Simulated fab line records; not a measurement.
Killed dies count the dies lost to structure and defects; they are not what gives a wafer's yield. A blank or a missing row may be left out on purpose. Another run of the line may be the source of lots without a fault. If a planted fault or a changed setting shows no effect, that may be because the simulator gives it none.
One fault through the eyes of 2 desks | flow n5_finfet | numbers are kept per desk, each desk with only its own; the story behind them comes last

== AT THE METROLOGY DESK ==
What the gauges read, lot by lot, whatever tool the lot ran on: means of the sampled wafers that have a number. The brackets show how far a lot's mean lies from the usual mean; more than 4 standard deviations puts the lot out of limits, marked OUT. 7 of its 11 readings are shown: the first one out of limits and those lying furthest out on some lot.
Columns: A = IOFF_P at N5_BEOL_M4_RC_MEAS_101, usual 0.21 nA/um; B = ION_N at N5_BEOL_M4_RC_MEAS_101, usual 676 uA/um; C = ION_P at N5_BEOL_M4_RC_MEAS_101, usual 463 uA/um; D = RS_PWELL at N5_BEOL_M4_RC_MEAS_101, usual 3006 ohm/sq; E = SS_N at N5_BEOL_M4_RC_MEAS_101, usual 71.6 mV/dec; F = VT_N at N5_BEOL_M4_RC_MEAS_101, usual 249 mV; G = VT_P at N5_BEOL_M4_RC_MEAS_101, usual -251 mV
lot  | first seen here | A    | B   | C   | D              | E    | F   | G
L341 | day 9 08:37     | 0.21 | 681 | 467 | 2740 (-12) OUT | 71.7 | 250 | -251
L340 | day 9 10:59     | 0.23 | 676 | 463 | 2982           | 71.8 | 248 | -249
L344 | day 9 19:26     | 0.17 | 657 | 450 | 2745 (-11) OUT | 71.3 | 252 | -254
L353 | day 12 12:07    | 0.19 | 677 | 459 | 3034           | 71.0 | 249 | -254
Finding of this desk: L341, L344 out of limits, first seen on L341 at day 9 08:37 (RS_PWELL at N5_BEOL_M4_RC_MEAS_101). Within limits: L340, L353.

== TOOL OWNER'S DESK, implanter-01 ==
The tool's own readings at N5_WELL_APT_IMPLANT_31, given as means over the sampled wafers that have a number, one for each lot that went through this tool. The brackets show how far a lot's mean lies from the usual mean; more than 4 standard deviations puts the lot out of limits, marked OUT.
Columns: A = dose_ions_cm2 at N5_WELL_APT_IMPLANT_31, usual 1.4999e+13; B = end_station_pressure_torr at N5_WELL_APT_IMPLANT_31, usual 5.13e-06 Torr; C = faraday_current_uA at N5_WELL_APT_IMPLANT_31, usual 191
lot  | first seen here | A                            | B        | C
L340 | day 2 09:44     | 1.5004e+13                   | 5.22e-06 | 191
L341 | day 2 15:15     | 1.7386e+13 (+99 or more) OUT | 5.02e-06 | 223 (+7.7) OUT
L344 | day 3 11:24     | 1.7366e+13 (+99 or more) OUT | 5.20e-06 | 217 (+6.3) OUT
This desk's verdict: out of limits on L341, L344, starting with L341 at day 2 15:15 (dose_ions_cm2 at N5_WELL_APT_IMPLANT_31). Within limits: L340.

== PUT TOGETHER ==
The tool owner's desk could have raised an alarm at day 2 15:15, on L341, L344.
On L341, L344, the metrology desk was in a position to raise an alarm at day 9 08:37.
The lots listed all ran N5_WELL_APT_IMPLANT_31 on implanter-01.

== WHAT HAD BEEN PUT IN BY THE SIMULATOR ==
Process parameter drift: implanter-01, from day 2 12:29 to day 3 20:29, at N5_WELL_APT_IMPLANT_31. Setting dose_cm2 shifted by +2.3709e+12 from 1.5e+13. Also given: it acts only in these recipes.
Shown lots that were struck: L341, L344.
Hours from the fault's start to each desk's first reading out of limits: the tool owner's desk, 3; the metrology desk, 164.
